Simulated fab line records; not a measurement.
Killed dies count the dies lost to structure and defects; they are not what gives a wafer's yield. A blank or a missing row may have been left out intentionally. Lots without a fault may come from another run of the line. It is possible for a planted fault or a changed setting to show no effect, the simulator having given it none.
fab line records -- flow nand_harc
record lots=6, wafers=18, last_day=33
route steps=1302 shown P_CONTACT@248 P_M0@253
lots that met no fault: taken from a fault-free run of the same line
start_h: the number of hours between the record's first day and the start of the first shown wafer of the lot -- wait_h: hours from the lot's prior step to this one -- " as in the row above -- L1.1+2: a single row standing in for several wafers -- - no value, or no start given -- * or withheld: withheld -- < > ~ a bound
route shown NAME@n: NAME is a module with steps in the file, n the number in the route of the first one -- usual: mean/standard deviation of fault-free wafers -- same: alike in all rows -- chamber/n: place in a boat -- sites: the reading at each site -- _std_site: the standard deviation of these -- _edge_site: inner sites' mean taken away from outer sites' mean -- radius_mm: how far each site lies from the wafer's centre -- mask NAME#n: copy n -- behind: the tool/chamber that last shaped the wafer -- hold: cause of the lot's hold/its duration in hours/its outcome -- device: the transistor (n, p or np) that didn't switch -- end of line: tests run on the same wafers once the route is complete -- where a step has no rows: the recipe by itself -- killed: the dies lost at the first sort to structure and to defects; this is not the yield of the wafer -- map: the dies of a wafer, with x for killed, . for not killed, _ for no die there
set.NAME: the setting that was run; set.NAME@STEP: the one run at that earlier step -- model.NAME: the simulator's own value behind a step, which no gauge read
lots at selected steps of the route; one table per step, one row per wafer
services: from which hour (start_h, from the record's first day; less than 0 if before it) a tool's chamber was out of use, for how many hours, and why
## steps
# step NHARC_P_CONTACT_CVD_23
# recipe target_thk_a=2000, temp_c=300, pressure_torr=40, wf6_flow_sccm=40, h2_flow_sccm=1600, ar_flow_sccm=1560, time_s=557, material=W
# usual heater_power_w=450/52, mfc_ar_sccm=1560/4.5, mfc_wf6_sccm=39.98/0.11, throttle_valve_pct=7.9/0.32
lot.wafer,tool,chamber,start_h,wait_h,heater_power_w,mfc_ar_sccm,mfc_wf6_sccm,throttle_valve_pct
L784.2,cvd_w-02,1,-,-,394,1556,39.82,7.7
L784.6,cvd_w-02,1,-,-,386,1560,39.98,7.4
L784.5,cvd_w-02,0,-,-,530,1551,39.94,7.9
L786.1,cvd_w-01,0,-,-,484,1562,40.13,8.0
L786.2,cvd_w-01,1,-,-,402,1561,39.71,7.9
L786.4,cvd_w-01,0,-,-,480,1561,39.92,8.1
L795.1,cvd_w-01,1,-,-,413,1554,39.92,8.2
L795.3,cvd_w-01,0,-,-,482,1563,39.95,8.2
L795.4,cvd_w-01,1,-,-,415,1556,39.99,8.4
L796.1,cvd_w-02,0,-,-,526,1560,40.12,8.2
L796.3,cvd_w-02,1,-,-,385,1569,40.13,7.6
L796.4,cvd_w-02,0,-,-,524,1559,39.95,8.3
L799.2,cvd_w-02,0,-,-,510,1566,40.08,7.7
L799.4,cvd_w-02,1,-,-,385,1563,39.88,7.3
L799.6,cvd_w-02,0,-,-,523,1561,40.04,7.9
L802.2,cvd_w-01,0,-,-,488,1562,39.84,8.3
L802.4,cvd_w-01,0,-,-,490,1560,40.04,8.3
L802.6,cvd_w-01,1,-,-,412,1563,39.87,8.3
# step NHARC_P_CONTACT_CMP_24
# recipe t_overpolish_s=30, target_thk_nm=200
# usual motor_current_A=12.5/0.55, overpolish_run_s=30.001/0.0093, time_to_endpoint_s=41.0/2
lot.wafer,tool,chamber,start_h,wait_h,motor_current_A,overpolish_run_s,time_to_endpoint_s
L784.2,cmp-04,1,168.19,0.6,12.8,30.006,37.5
L784.5,cmp-04,2,168.19,0.6,12.0,29.999,35.0
L784.6,cmp-04,3,168.19,0.6,13.5,30.005,37.7
L786.4,cmp-03,1,201.54,0.4,12.2,29.984,39.6
L786.2,cmp-03,2,201.54,0.4,12.3,29.991,40.4
L786.1,cmp-03,0,201.54,0.4,12.9,29.996,42.3
L795.4,cmp-04,1,285.66,0.3,12.6,29.998,42.0
L795.1,cmp-04,2,285.66,0.3,12.2,30.002,40.9
L795.3,cmp-04,3,285.66,0.3,13.2,30.011,42.9
L796.1,cmp-03,2,287.32,0.5,11.9,30.008,38.0
L796.3,cmp-03,0,287.32,0.5,13.3,29.982,39.6
L796.4,cmp-03,1,287.32,0.5,12.5,30.015,39.6
L799.4,cmp-01,1,323.49,0.4,12.4,29.997,40.9
L799.2,cmp-01,2,323.49,0.4,12.6,29.998,37.3
L799.6,cmp-01,2,323.49,0.4,13.0,29.999,38.0
L802.2,cmp-01,1,349.61,0.5,12.5,30.006,43.0
L802.4,cmp-01,3,349.61,0.5,11.7,30.002,43.4
L802.6,cmp-01,2,349.61,0.5,12.5,30.013,43.8
# step NHARC_P_CONTACT_SRD_26
# step NHARC_P_CONTACT_INSPECT_27
# usual raw_defect_count=290/120
lot.wafer,tool,chamber,start_h,wait_h,raw_defect_count
L784.2,defect_inspect-02,-,168.52,0.1,419
L784.5,defect_inspect-02,-,168.52,0.1,250
L784.6,defect_inspect-02,-,168.52,0.1,200
L786.1,defect_inspect-02,-,201.94,0.1,206
L786.2,defect_inspect-02,-,201.94,0.1,176
L786.4,defect_inspect-02,-,201.94,0.1,435
L795.1,defect_inspect-02,-,286.06,0.1,405
L795.3,defect_inspect-02,-,286.06,0.1,249
L795.4,defect_inspect-02,-,286.06,0.1,145
L796.1,defect_inspect-02,-,287.73,0.1,255
L796.3,defect_inspect-02,-,287.73,0.1,104
L796.4,defect_inspect-02,-,287.73,0.1,223
L799.2,defect_inspect-01,-,323.89,0.1,240
L799.4,defect_inspect-01,-,323.89,0.1,310
L799.6,defect_inspect-01,-,323.89,0.1,424
L802.2,defect_inspect-01,-,350.01,0.1,310
L802.4,defect_inspect-01,-,350.01,0.1,506
L802.6,defect_inspect-01,-,350.01,0.1,252
# step NHARC_P_M0_DEP_00
# recipe target_thk_a=1500, target_thk_nm=150, temp_c=withheld, pressure_torr=5, flow_sccm=200, rf_w=600, material=SiOC
# step NHARC_P_M0_DEHYDRATE_01
# recipe temp_c=150, time_s=120
# step NHARC_P_M0_HMDS_02
# recipe time_s=30
# step NHARC_P_M0_COAT_33
# recipe temp_c=200, time_s=65
# step NHARC_P_M0_COAT_03
# recipe spin_rpm=1500, resist_thk_nm=90
# step NHARC_P_M0_SOFTBAKE_04
# recipe temp_c=105, time_s=55
# step NHARC_P_M0_EBR_05
# step NHARC_P_M0_EXPOSE_06
# recipe na=1.35, target_cd_nm=90, dose_mj=81.28, mask_id=P_M0
# usual exposure_dose_mJ_cm2=81.28/0.08
lot.wafer,tool,chamber,start_h,wait_h,mask,exposure_dose_mJ_cm2
L784.2,arfi_scanner-03,0,169.28,-,P_M0#0,81.28
L784.5,arfi_scanner-03,0,169.28,-,P_M0#0,81.29
L784.6,arfi_scanner-03,0,169.28,-,P_M0#0,81.31
L786.1,arfi_scanner-02,0,202.69,-,P_M0#0,81.22
L786.2,arfi_scanner-02,0,202.69,-,P_M0#0,81.31
L786.4,arfi_scanner-02,0,202.69,-,P_M0#0,81.32
L795.1,arfi_scanner-02,0,286.82,-,P_M0#0,50.41
L795.3,arfi_scanner-02,0,286.82,-,P_M0#0,50.48
L795.4,arfi_scanner-02,0,286.82,-,P_M0#0,50.53
L796.1,arfi_scanner-02,0,288.37,-,P_M0#0,56.57
L796.3,arfi_scanner-02,0,288.37,-,P_M0#0,56.73
L796.4,arfi_scanner-02,0,288.37,-,P_M0#0,56.49
L799.2,arfi_scanner-03,0,324.53,-,P_M0#0,81.35
L799.4,arfi_scanner-03,0,324.53,-,P_M0#0,81.22
L799.6,arfi_scanner-03,0,324.53,-,P_M0#0,81.23
L802.2,arfi_scanner-03,0,350.77,-,P_M0#0,81.35
L802.4,arfi_scanner-03,0,350.77,-,P_M0#0,81.32
L802.6,arfi_scanner-03,0,350.77,-,P_M0#0,81.39
# step NHARC_P_M0_PEB_07
# recipe peb_temp_c=100, peb_time_s=65
# step NHARC_P_M0_DEVELOP_08
# recipe develop_time_s=35, dev_temp_c=23
# step NHARC_P_M0_CD_MEAS_09
# recipe target_cd_nm=90, landing_energy_ev=500
# usual cd_nm=89.8/0.44
lot.wafer,tool,chamber,start_h,wait_h,cd_nm
L784.2,cd_sem-02,0,169.42,-,89.2
L784.5,cd_sem-02,0,169.42,-,89.6
L784.6,cd_sem-02,0,169.42,-,89.9
L786.1,cd_sem-01,0,202.83,-,89.7
L786.2,cd_sem-01,0,202.83,-,89.3
L786.4,cd_sem-01,0,202.83,-,89.3
L795.1,cd_sem-02,0,286.96,-,59.8
L795.3,cd_sem-02,0,286.96,-,60.4
L795.4,cd_sem-02,0,286.96,-,61.0
L796.1,cd_sem-01,0,288.51,-,68.0
L796.3,cd_sem-01,0,288.51,-,67.8
L796.4,cd_sem-01,0,288.51,-,67.6
L799.2,cd_sem-01,0,324.67,-,89.7
L799.4,cd_sem-01,0,324.67,-,90.6
L799.6,cd_sem-01,0,324.67,-,90.0
L802.2,cd_sem-02,0,350.91,-,89.6
L802.4,cd_sem-02,0,350.91,-,89.2
L802.6,cd_sem-02,0,350.91,-,90.0
# step NHARC_P_M0_OVL_MEAS_10
# recipe pitch_nm=180
# usual overlay_x_nm=0.1/0.76, overlay_y_nm=-0.2/0.92
lot.wafer,tool,chamber,start_h,wait_h,overlay_x_nm,overlay_y_nm
L784.2,overlay-02,-,169.51,-,-0.7,-1.3
L784.5,overlay-02,-,169.51,-,-1.6,-1.2
L784.6,overlay-02,-,169.51,-,-0.3,-1.2
L786.1,overlay-01,-,202.92,-,0.3,-0.8
L786.2,overlay-01,-,202.92,-,0.5,-1.2
L786.4,overlay-01,-,202.92,-,0.4,-0.9
L795.1,overlay-01,-,287.05,-,1.6,0.9
L795.3,overlay-01,-,287.05,-,1.5,0.8
L795.4,overlay-01,-,287.05,-,1.4,0.2
L796.1,overlay-01,-,288.60,-,0.1,1.2
L796.3,overlay-01,-,288.60,-,0.3,1.1
L796.4,overlay-01,-,288.60,-,0.8,0.6
L799.2,overlay-02,-,324.75,-,-0.6,0.9
L799.4,overlay-02,-,324.75,-,0.2,0.8
L799.6,overlay-02,-,324.75,-,-0.2,0.4
L802.2,overlay-02,-,350.99,-,0.6,-0.4
L802.4,overlay-02,-,350.99,-,1.3,-0.1
L802.6,overlay-02,-,350.99,-,0.6,-0.1
# step NHARC_P_M0_INSPECT_11
# usual raw_defect_count=4.7/2.4
lot.wafer,tool,chamber,start_h,wait_h,raw_defect_count
L784.2,defect_inspect-01,-,169.54,0.0,5
L784.5,defect_inspect-01,-,169.54,0.0,8
L784.6,defect_inspect-01,-,169.54,0.0,4
L786.1,defect_inspect-02,-,202.96,0.0,2
L786.2,defect_inspect-02,-,202.96,0.0,5
L786.4,defect_inspect-02,-,202.96,0.0,1
L795.1,defect_inspect-02,-,287.09,0.0,3
L795.3,defect_inspect-02,-,287.09,0.0,6
L795.4,defect_inspect-02,-,287.09,0.0,6
L796.1,defect_inspect-01,-,288.63,0.0,3
L796.3,defect_inspect-01,-,288.63,0.0,3
L796.4,defect_inspect-01,-,288.63,0.0,5
L799.2,defect_inspect-01,-,324.79,0.0,4
L799.4,defect_inspect-01,-,324.79,0.0,7
L799.6,defect_inspect-01,-,324.79,0.0,8
L802.2,defect_inspect-02,-,351.03,0.0,2
L802.4,defect_inspect-02,-,351.03,0.0,2
L802.6,defect_inspect-02,-,351.03,0.0,10
# step NHARC_P_M0_DESCUM_14
# recipe time_s=3, o2_flow_sccm=200, ar_flow_sccm=0, bias_power_w=0, chemistry=O2
# usual drypump_motor_current_A=5.8/0.48, mfc_ar_sccm=0.011/0.008, oes_product_au=1.001/0.0074, rf_vpp_V=58.0/0.87, showerhead_plenum_p_Torr=1.95/0.076, throttle_valve_pct=11.311/0.0078
lot.wafer,tool,chamber,start_h,wait_h,drypump_motor_current_A,mfc_ar_sccm,oes_product_au,rf_hours_counter_h,rf_vpp_V,showerhead_plenum_p_Torr,throttle_valve_pct,model.P_M0.cd_nm
L784.2,rie_diel-08,0,169.61,0.1,6.4,0.027,1.006,48,59.2,1.89,11.324,89.25
L784.5,rie_diel-08,3,169.61,0.1,6.0,0.003,1.002,-,58.0,2.06,11.318,89.38
L784.6,rie_diel-08,0,169.61,0.1,6.4,0.027,0.999,-,57.2,1.89,11.309,89.78
L786.1,rie_diel-03,2,203.03,0.1,6.5,0.000,0.999,28,57.8,1.86,11.319,89.57
L786.2,rie_diel-03,3,203.03,0.1,6.2,0.024,1.004,30,58.5,2.07,11.311,89.43
L786.4,rie_diel-03,0,203.03,0.1,5.7,0.008,1.001,-,57.2,1.88,11.303,88.49
L795.4,rie_diel-11,1,287.16,0.1,5.5,0.016,0.998,5,59.4,1.95,11.314,60.22
L795.3,rie_diel-11,2,287.16,0.1,5.5,0.013,1.003,5,59.0,1.96,11.302,60.48
L795.1,rie_diel-11,3,287.16,0.1,6.6,0.005,1.007,6,57.2,1.81,11.316,60.02
L796.3,rie_diel-11,0,288.69,0.1,5.2,0.007,1.006,6,58.5,2.00,11.326,67.51
L796.1,rie_diel-11,1,288.69,0.1,5.5,0.016,0.997,5,58.4,1.95,11.289,67.55
L796.4,rie_diel-11,3,288.69,0.1,6.6,0.005,1.013,6,54.9,1.81,11.306,68.27
L799.2,rie_diel-03,2,324.87,0.1,6.5,0.000,1.006,9,57.8,1.84,11.304,90.12
L799.4,rie_diel-03,0,324.87,0.1,5.7,0.008,0.998,1,57.8,1.87,11.324,90.63
L799.6,rie_diel-03,2,324.87,0.1,6.4,0.000,1.004,-,57.8,1.84,11.308,90.06
L802.4,rie_diel-11,1,351.11,0.1,5.4,0.016,1.003,13,57.5,1.94,11.318,89.55
L802.2,rie_diel-11,2,351.11,0.1,5.4,0.013,1.021,14,56.8,1.96,11.314,90.06
L802.6,rie_diel-11,3,351.11,0.1,6.5,0.005,1.013,-,56.8,1.81,11.305,89.97
# step NHARC_P_M0_ETCH_34
# recipe target_depth_a=400, overetch_a=120, time_s=43.94, ion_energy_ev=200, n2_flow_sccm=150, h2_flow_sccm=150, ar_flow_sccm=0, rf_w=400, bias_w=150, chemistry=N2/H2
# usual drypump_motor_current_A=5.9/0.49, h2_flow_sccm=150.1/0.42, mfc_ar_sccm=0.010/0.0079, n2_flow_sccm=150.0/0.43, oes_product_au=1.001/0.0066, rf_vpp_V=431.3/2.4, showerhead_plenum_p_Torr=2.07/0.087, throttle_valve_pct=14.168/0.0094
lot.wafer,tool,chamber,start_h,wait_h,drypump_motor_current_A,h2_flow_sccm,mfc_ar_sccm,n2_flow_sccm,oes_product_au,rf_hours_counter_h,rf_vpp_V,showerhead_plenum_p_Torr,throttle_valve_pct
L784.2,rie_diel-08,0,169.70,0.1,6.4,149.8,0.027,150.0,1.000,48,431.1,2.02,14.169
L784.6,rie_diel-08,2,169.70,0.1,6.2,149.1,0.016,149.8,1.012,-,432.5,2.10,14.155
L784.5,rie_diel-08,3,169.70,0.1,6.1,149.8,0.003,150.0,0.993,-,434.6,2.20,14.172
L786.2,rie_diel-03,3,203.12,0.1,6.2,150.3,0.024,149.6,1.008,30,434.8,2.21,14.178
L786.1,rie_diel-03,2,203.12,0.1,6.4,150.1,0.000,150.3,0.996,28,429.2,1.98,14.187
L786.4,rie_diel-03,3,203.12,0.1,6.2,150.3,0.024,149.4,1.010,-,435.2,2.21,14.158
L795.1,rie_diel-11,2,287.24,0.1,5.4,149.8,0.013,150.9,1.007,5,431.9,2.09,14.168
L795.4,rie_diel-11,0,287.24,0.1,5.2,149.6,0.007,149.9,1.002,6,434.6,2.14,14.174
L795.3,rie_diel-11,1,287.24,0.1,5.5,149.4,0.016,150.3,0.991,5,432.7,2.08,14.188
L796.1,rie_diel-11,0,289.25,0.5,5.2,149.8,0.007,149.9,1.006,6,434.2,2.14,14.167
L796.4,rie_diel-11,2,289.25,0.5,5.4,149.5,0.013,150.5,1.007,6,433.5,2.09,14.171
L796.3,rie_diel-11,3,289.25,0.5,6.5,150.6,0.005,149.8,1.005,6,427.9,1.93,14.169
L799.4,rie_diel-03,1,324.96,0.1,5.6,150.0,0.006,150.2,0.995,9,432.5,2.13,14.166
L799.2,rie_diel-03,2,324.96,0.1,6.5,149.9,0.000,149.1,0.992,9,429.3,1.96,14.176
L799.6,rie_diel-03,1,324.96,0.1,5.6,150.1,0.006,150.9,1.007,-,433.7,2.13,14.165
L802.4,rie_diel-11,2,351.19,0.1,5.4,149.5,0.013,149.1,1.000,14,431.2,2.08,14.158
L802.2,rie_diel-11,0,351.19,0.1,5.2,151.2,0.007,149.9,0.999,14,433.2,2.13,14.170
L802.6,rie_diel-11,2,351.19,0.1,5.5,149.8,0.013,149.3,0.996,-,432.1,2.08,14.169
# step NHARC_P_M0_ETCH_15
# recipe target_depth_a=1500, overetch_a=150, time_s=82.5, c4f8_flow_sccm=withheld, ar_flow_sccm=400, rf_w=600, bias_w=300, chemistry=C4F8/Ar
# usual oes_product_au=0.957/0.017, rf_vpp_V=441.4/2.5
lot.wafer,tool,chamber,start_h,wait_h,oes_product_au,rf_hours_counter_h,rf_vpp_V,model.P_M0.cd_nm
L784.2,rie_diel-08,1,-,-,0.918,50,439.8,89.02
L784.5,rie_diel-08,1,-,-,0.923,-,438.6,89.7
L784.6,rie_diel-08,2,-,-,0.930,-,442.7,89.66
L786.1,rie_diel-03,0,-,-,0.963,38,438.5,89.75
L786.2,rie_diel-03,3,-,-,0.973,30,445.8,89.23
L786.4,rie_diel-03,0,-,-,0.966,-,440.0,88.34
L795.1,rie_diel-11,2,-,-,0.982,5,441.1,60.24
L795.4,rie_diel-11,3,-,-,0.983,6,437.7,60.14
L795.3,rie_diel-11,0,-,-,0.963,6,443.3,60.32
L796.1,rie_diel-11,2,-,-,0.933,6,441.5,67.25
L796.3,rie_diel-11,3,-,-,0.931,6,439.4,67.44
L796.4,rie_diel-11,0,-,-,0.929,6,441.8,68.04
L799.4,rie_diel-03,3,-,-,0.950,9,446.7,90.74
L799.2,rie_diel-03,2,-,-,0.949,9,437.4,89.88
L799.6,rie_diel-03,3,-,-,0.940,-,445.4,90.21
L802.2,rie_diel-11,2,-,-,0.962,14,442.1,89.95
L802.4,rie_diel-11,3,-,-,0.947,13,437.3,89.83
L802.6,rie_diel-11,3,-,-,0.941,-,437.7,90.44
# step NHARC_P_M0_CD_MEAS_16
# usual cd_nm=89.8/0.54
lot.wafer,tool,chamber,start_h,wait_h,cd_nm
L784.2,cd_sem-02,-,169.90,-,89.0
L784.5,cd_sem-02,-,169.90,-,89.9
L784.6,cd_sem-02,-,169.90,-,89.9
L786.1,cd_sem-03,-,203.36,-,89.8
L786.2,cd_sem-03,-,203.36,-,89.4
L786.4,cd_sem-03,-,203.36,-,88.5
L795.1,cd_sem-01,-,287.45,-,60.6
L795.3,cd_sem-01,-,287.45,-,60.3
L795.4,cd_sem-01,-,287.45,-,60.4
L796.1,cd_sem-03,-,289.46,-,67.1
L796.3,cd_sem-03,-,289.46,-,67.1
L796.4,cd_sem-03,-,289.46,-,68.1
L799.2,cd_sem-01,-,325.22,-,89.8
L799.4,cd_sem-01,-,325.22,-,91.3
L799.6,cd_sem-01,-,325.22,-,90.1
L802.2,cd_sem-02,-,351.41,-,89.8
L802.4,cd_sem-02,-,351.41,-,90.1
L802.6,cd_sem-02,-,351.41,-,90.5
## services
tool,chamber,start_h,hours,kind
arfi_scanner-03,-,146.91,2.1,repair
arfi_scanner-02,-,153.66,1.4,repair
cmp-03,-,162.00,4.0,pm
cvd_w-01,1,166.22,2.7,repair
arfi_scanner-02,-,174.35,4.4,repair
cvd_w-01,1,184.30,11.9,repair
cvd_w-01,-,185.21,13.0,pm
cmp-01,-,185.50,4.0,pm
rie_diel-08,-,191.69,9.0,pm
rie_diel-03,1,195.82,15.9,repair
arfi_scanner-03,-,196.00,4.0,pm
rie_diel-03,3,197.77,4.1,repair
rie_diel-03,0,244.83,3.6,repair
rie_diel-11,-,255.71,9.0,pm
cvd_w-02,-,266.09,1.2,repair
cvd_w-02,-,269.00,13.0,pm
arfi_scanner-02,-,269.35,0.7,repair
rie_diel-03,0,279.80,36.7,repair
rie_diel-03,-,282.06,9.0,pm
rie_diel-08,1,283.86,1.2,repair
rie_diel-11,3,303.54,6.8,repair
arfi_scanner-02,-,312.00,4.0,pm
rie_diel-03,3,312.32,4.8,repair
rie_diel-08,1,349.31,3.2,repair
## key
first_sign step=NHARC_P_M0_EXPOSE_06, reading=exposure_dose_mJ_cm2, direction=down, sigmas=99+, usual=81.28, struck=53.54
effect step=NHARC_P_M0_CD_MEAS_09, reading=cd_nm, direction=down, sigmas=59, usual=89.8, struck=64.1, through=control_loop
effect step=NHARC_P_M0_CD_MEAS_16, reading=cd_nm, direction=down, sigmas=48, usual=89.8, struck=63.9, through=control_loop
model_effect step=NHARC_P_M0_DESCUM_14, value=P_M0.cd_nm, without=90.01, struck=64.01
model_effect step=NHARC_P_M0_ETCH_15, value=P_M0.cd_nm, without=89.91, struck=63.9
met_at NHARC_P_M0_EXPOSE_06
struck_wafers L795.1,L795.3,L795.4,L796.1,L796.3,L796.4
later_rows_left_out L795.1,L795.3,L795.4,L796.1,L796.3,L796.4
sort_left_out L795.1,L795.3,L795.4,L796.1,L796.3,L796.4
loop_trim step=NHARC_P_M0_EXPOSE_06, setting=dose, lots=L796
onset_between 202.69 286.82
fault kind=process_parameter_drift, tool=arfi_scanner-02, chamber=-, onset_h=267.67, steps=NHARC_P_M0_EXPOSE_06, channel=dose_mj, offset=-30.897, shape=step, acts_in=these_recipes_only, stated=81.28
# sort_left_out: the simulated sort isn't trusted on such a fault, so these wafers' sort isn't shown, and their yield isn't known
# later_rows_left_out: the simulator's readings of these wafers behind a module that went badly wrong aren't trusted and aren't shown, but for the sort
# loop_trim: a control loop set the setting to another value than it would have without faults
